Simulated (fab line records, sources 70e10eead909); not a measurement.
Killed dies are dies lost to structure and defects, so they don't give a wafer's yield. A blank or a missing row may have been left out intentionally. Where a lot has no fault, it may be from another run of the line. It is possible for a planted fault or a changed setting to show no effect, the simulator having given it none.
Shared-tool check ; flow nandHarc ; 33 wafers sampled across 11 lots

## REASON IT WAS OPENED
At NHARC_END_SORT_01 the reading killedAtArray is flagged on 2 of 11 lots. Wafers without a fault read 29, standard deviation 12.
Rule: a lot is flagged when every wafer of it that has a number lies more than 4 standard deviations from that mean, or none has a number. The rest of the lots are taken to be sound.

lot;measured;on;killedAtArray, wafer by wafer;flag
L658;day 20 05:43;prober-02;23 21 27;
L659;day 20 12:40;prober-02;19 20 20;
L663;day 21 00:21;prober-02;32 35 26;
L662;day 21 10:20;prober-01;13 10 9;
L666;day 21 10:22;prober-02;30 24 27;
L667;day 21 17:17;prober-01;36 34 35;
L674;day 23 17:20;prober-01;671 669 671;FLAGGED
L677;day 24 14:53;prober-02;676 673 676;FLAGGED
L679;day 24 23:53;prober-01;32 51 36;
L680;day 25 05:44;prober-02;43 39 33;
L678;day 25 06:47;prober-01;26 25 25;
The mean of the flagged lots' numbers is 673, +644 from the usual (+54 standard deviations).

## WHICH TOOL EACH LOT WENT THROUGH
The record holds 4 process steps before the reading, out of a route of 1159 steps. In each cell: the tool, then ch and the chambers that the sampled wafers went through, then the start.
lot;flag;NHARC_A_STAIRCASE_ETCH_170;NHARC_A_STAIRCASE_TRIM_14;NHARC_A_STAIRCASE_TRIM_20;NHARC_A_STAIRCASE_ETCH_23
L658;;rieDiel-02 ch 0,1, day 11 07:05 or earlier;rieDiel-02 ch 1,2, day 11 07:05;rieDiel-05 ch 2,3, day 11 08:01;rieDiel-05 ch 1,2, day 20 05:43 or earlier
L659;;rieDiel-12 ch 0,1, day 11 11:18 or earlier;rieDiel-12 ch 0,2,3, day 11 11:18;rieDiel-12 ch 0,1,3, day 11 12:09;rieDiel-12 ch 0,2,3, day 20 12:40 or earlier
L663;;rieDiel-12 ch 1,2,3, day 12 09:57 or earlier;rieDiel-12 ch 1,3, day 12 09:57;rieDiel-12 ch 0,2,3, day 12 10:44;rieDiel-12 ch 1,2, day 21 00:21 or earlier
L662;;rieDiel-05 ch 0,2,3, day 12 13:52 or earlier;rieDiel-05 ch 1,2,3, day 12 13:52;rieDiel-05 ch 0,1,2, day 12 14:45;rieDiel-05 ch 0,1,2, day 21 10:20 or earlier
L666;;rieDiel-02 ch 0,3, day 13 05:19 or earlier;rieDiel-12 ch 0,1,2, day 13 05:19;rieDiel-12 ch 0,1,2, day 13 06:15;rieDiel-12 ch 1,2,3, day 21 10:22 or earlier
L667;;rieDiel-02 ch 0,2,3, day 13 05:31 or earlier;rieDiel-02 ch 0,2, day 13 05:31;rieDiel-02 ch 2,3, day 13 07:07;rieDiel-02 ch 0,2, day 21 17:17 or earlier
L674;FLAGGED;rieDiel-02 ch 2,3, day 15 07:11 or earlier;rieDiel-12 ch 1,3, day 15 07:11;rieDiel-12 ch 0,1,3, day 15 08:12;rieDiel-12 ch 0,1, day 23 17:20 or earlier
L677;FLAGGED;rieDiel-02 ch 0,2, day 15 06:57 or earlier;rieDiel-02 ch 1,3, day 15 06:57;rieDiel-02 ch 2,3, day 15 07:48;rieDiel-02 ch 0,1, day 24 14:53 or earlier
L679;;rieDiel-12 ch 1,2,3, day 16 18:12 or earlier;rieDiel-05 ch 1,2, day 16 18:12;rieDiel-05 ch 2,3, day 16 19:01;rieDiel-05 ch 0,2,3, day 24 23:53 or earlier
L680;;rieDiel-02 ch 0,1,2, day 16 12:49 or earlier;rieDiel-12 ch 0,1,2, day 16 12:49;rieDiel-12 ch 0,1,3, day 16 13:36;rieDiel-12 ch 1,2,3, day 25 05:44 or earlier
L678;;rieDiel-02 ch 0,1,2, day 16 18:08 or earlier;rieDiel-02 ch 0,2, day 16 18:08;rieDiel-12 ch 0,1,3, day 16 18:58;rieDiel-12 ch 1,3, day 25 06:47 or earlier
What the steps here do:
- NHARC_A_STAIRCASE_ETCH_170: etches the open film in C4F6/O2, target depth 200 nm, time 66.667 s.
- NHARC_A_STAIRCASE_TRIM_14: chemistry O2, time 211.2 s.
- NHARC_A_STAIRCASE_TRIM_20: chemistry O2, time 211.2 s.
- NHARC_A_STAIRCASE_ETCH_23: etches the open film in C4F8/O2, target depth 100 nm, time 40.5 s.
- NHARC_END_SORT_01

## FLAGGED AGAINST TOTAL, ONE TOOL AT A TIME (gauges that did the reading follow at the end)
step;tool;lots run;flagged;share of the flagged lots;sound lots run after its first flagged lot
NHARC_A_STAIRCASE_ETCH_170;rieDiel-02;7;2;all;2 (L680,L678)
NHARC_A_STAIRCASE_ETCH_170;rieDiel-05;1;0;none;-
NHARC_A_STAIRCASE_ETCH_170;rieDiel-12;3;0;none;-
NHARC_A_STAIRCASE_TRIM_14;rieDiel-02;4;1;some;1 (L678)
NHARC_A_STAIRCASE_TRIM_14;rieDiel-05;2;0;none;-
NHARC_A_STAIRCASE_TRIM_14;rieDiel-12;5;1;some;1 (L680)
NHARC_A_STAIRCASE_TRIM_20;rieDiel-02;2;1;some;0
NHARC_A_STAIRCASE_TRIM_20;rieDiel-05;3;0;none;-
NHARC_A_STAIRCASE_TRIM_20;rieDiel-12;6;1;some;2 (L680,L678)
NHARC_A_STAIRCASE_ETCH_23;rieDiel-02;2;1;some;0
NHARC_A_STAIRCASE_ETCH_23;rieDiel-05;3;0;none;-
NHARC_A_STAIRCASE_ETCH_23;rieDiel-12;6;1;some;2 (L680,L678)
NHARC_END_SORT_01;prober-01;5;1;some;2 (L679,L678)
NHARC_END_SORT_01;prober-02;6;1;some;1 (L680)
NHARC_A_STAIRCASE_ETCH_170: start missing for some lots; hours and lot order therefore follow NHARC_A_STAIRCASE_TRIM_14. NHARC_A_STAIRCASE_ETCH_23: start missing for some lots; hours and lot order therefore follow NHARC_END_SORT_01.

## WHAT THE TABLE PERMITS
1 row of the table ran every flagged lot: rieDiel-02 at NHARC_A_STAIRCASE_ETCH_170.
- rieDiel-02 at NHARC_A_STAIRCASE_ETCH_170 ran 7 lots, 2 of them flagged. Sound lots ran on it after the first flagged one (L680, L678), which a lasting fault on the whole tool wouldn't allow.
None of the table's rows ran every flagged lot and, after the first, no sound lot.

## WHAT WAS PUT IN BY THE SIMULATOR
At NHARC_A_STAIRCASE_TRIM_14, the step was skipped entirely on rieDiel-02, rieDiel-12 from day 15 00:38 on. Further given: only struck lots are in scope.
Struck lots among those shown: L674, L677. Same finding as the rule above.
